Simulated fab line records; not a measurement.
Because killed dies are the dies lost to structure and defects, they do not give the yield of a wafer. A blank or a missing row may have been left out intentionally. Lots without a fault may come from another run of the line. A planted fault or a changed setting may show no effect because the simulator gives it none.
Comparing a struck lot with a sound one -- flow n5-finfet -- 16 out of 1938 route steps
Sound: the wafers L957.1, L957.4, L957.6. Struck: wafer L973.4 (left out: L973.3, L973.6 of the same lot, which were not struck); the cause appears at the end.
At each step with rows: each side's tool, then ch and its chambers, then its first start. Under that, the readings that differ: sound wafers -- struck wafers -- difference of the means -- sigmas: that difference in standard deviations of wafers without a fault.
alike: words and numbers the same on both sides, and readings whose means are apart by under 2 such deviations; not compared: readings that were withheld, readings missing a value for some wafer, numbers with overlapping values and no deviation given by the record, and bounds like >300 which may hide the same value.
Wherever a step has rows on one side only, a row that says differs or no value, or a row with sigmas, the two part there. When numbers do not overlap yet have no deviation, they are printed without sigmas and do not part them. A reading missing from all wafers of one side parts the sides only when that side holds two or more wafers.

first, 7 steps without rows for these wafers: N5_MIM_BOT_LITHO_COAT_02; N5_MIM_BOT_LITHO_EBR_04; N5_MIM_BOT_LITHO_SOFTBAKE_03 (time 90 s); N5_MIM_BOT_LITHO_EXPOSE_05 (exposes mask MIM BOT); N5_MIM_BOT_LITHO_PEB_06; N5_MIM_BOT_LITHO_DEVELOP_07 (develop time 60 s); N5_MIM_BOT_LITHO_HARDBAKE_09 (time 120 s).
N5_MIM_BOT_LITHO_CD_MEAS_08 targets a cd of 3000 nm.
  sound on cd-sem-02 ch 0, day 12 09:52; struck on cd-sem-03 ch 0, day 15 12:17
  alike: cd-nm
N5_MIM_BOT_LITHO_OVL_MEAS_11:
  sound on overlay-02 ch 0, day 12 09:54; struck on overlay-01 ch 0, day 15 12:19
  alike: MIM_BOT_OVL
N5_MIM_BOT_LITHO_INSPECT_12: inspects for defects (macro).
  sound: defect-inspect-02 at day 12 09:55; struck: defect-inspect-01 at day 15 12:21
  alike: raw-defect-count
N5_MIM_BOT_LITHO_DESCUM_10: chemistry O2, time 7.9 s.
  sound on rie-diel-05 ch 0,2, day 12 09:58; struck on rie-diel-04 ch 1, day 15 12:25
reading,sound,struck,difference,sigmas
throttle-valve-pct (%),20.53 20.53 20.17,20.84,+0.43,+2
  alike: drypump-motor-current-A, oes-product-au, rf-vpp-V, showerhead-plenum-p-Torr, temp-c
  not compared: rf-hours-counter-h
N5_MIM_BOT_ETCH_ETCH_04: etches SiNx in CF4/O2, target depth 26 nm, time 13 s.
  sound on rie-diel-05 ch 0,2, day 12 10:02; struck on rie-diel-04 ch 1, day 15 12:29
reading,sound,struck,difference,sigmas
mfc-ar-sccm (sccm),101.0 100.2 100.3,99.5,-1.0,-3
  alike: drypump-motor-current-A, oes-product-au, rf-fwd-power-W, rf-vpp-V, showerhead-plenum-p-Torr, throttle-valve-pct
  not compared: rf-hours-counter-h
N5_MIM_BOT_ETCH_ETCH_03: etches the open film in Cl2/BCl3, target depth 12 nm.
  sound on rie-metal-01 ch 0,1, day 12 10:07; struck on rie-metal-02 ch 1, day 15 12:37
reading,sound,struck,difference,sigmas
oes-product-au (a.u.),0.73 0.89 0.89,0.67,-0.17,-3
rf-fwd-power-W (W),795.1 785.1 787.1,606.3,-182.8,-63
model.etch.depth-nm (nm),12.01 12.18 12.15,9.007,-3.106,
model.MIM_BOT_ETCH.cd-offset-nm (nm),0.2 0.4 0,1.2,+1.0,
  alike: drypump-motor-current-A, throttle-valve-pct
  not compared: rf-hours-counter-h
N5_MIM_BOT_ETCH_ETCH_00: etches TiN in Cl2/BCl3, target depth 45.5 nm.
  sound on rie-metal-01 ch 0,1, day 12 10:13; struck on rie-metal-02 ch 1, day 15 12:43
reading,sound,struck,difference,sigmas
mfc-ar-sccm (sccm),24.98 24.97 25.01,25.16,+0.17,+2
model.MIM_BOT_ETCH.cd-offset-nm (nm),0.4 0.6 0.4,1.6,+1.1,
  alike: drypump-motor-current-A, oes-product-au, rf-fwd-power-W, throttle-valve-pct
  not compared: rf-hours-counter-h
N5_MIM_BOT_ETCH_STRIP_01: strips in O2.
  sound on rie-diel-05 ch 0,1,2, day 12 10:23; struck on rie-diel-04 ch 2, day 15 12:53
reading,sound,struck,difference,sigmas
showerhead-plenum-p-Torr (Torr),2.21 2.12 2.25,2.02,-0.17,-2
  alike: drypump-motor-current-A, oes-product-au, rf-vpp-V, temp-c, throttle-valve-pct
  not compared: rf-hours-counter-h
next, for these wafers, 1 step has no rows: N5_PASSIVATION_PROBE_49.

== WHERE THEY PART ==
Last at N5_MIM_BOT_ETCH_STRIP_01 as far as this record goes, first at N5_MIM_BOT_LITHO_DESCUM_10.

WHY: whatever the simulator had introduced
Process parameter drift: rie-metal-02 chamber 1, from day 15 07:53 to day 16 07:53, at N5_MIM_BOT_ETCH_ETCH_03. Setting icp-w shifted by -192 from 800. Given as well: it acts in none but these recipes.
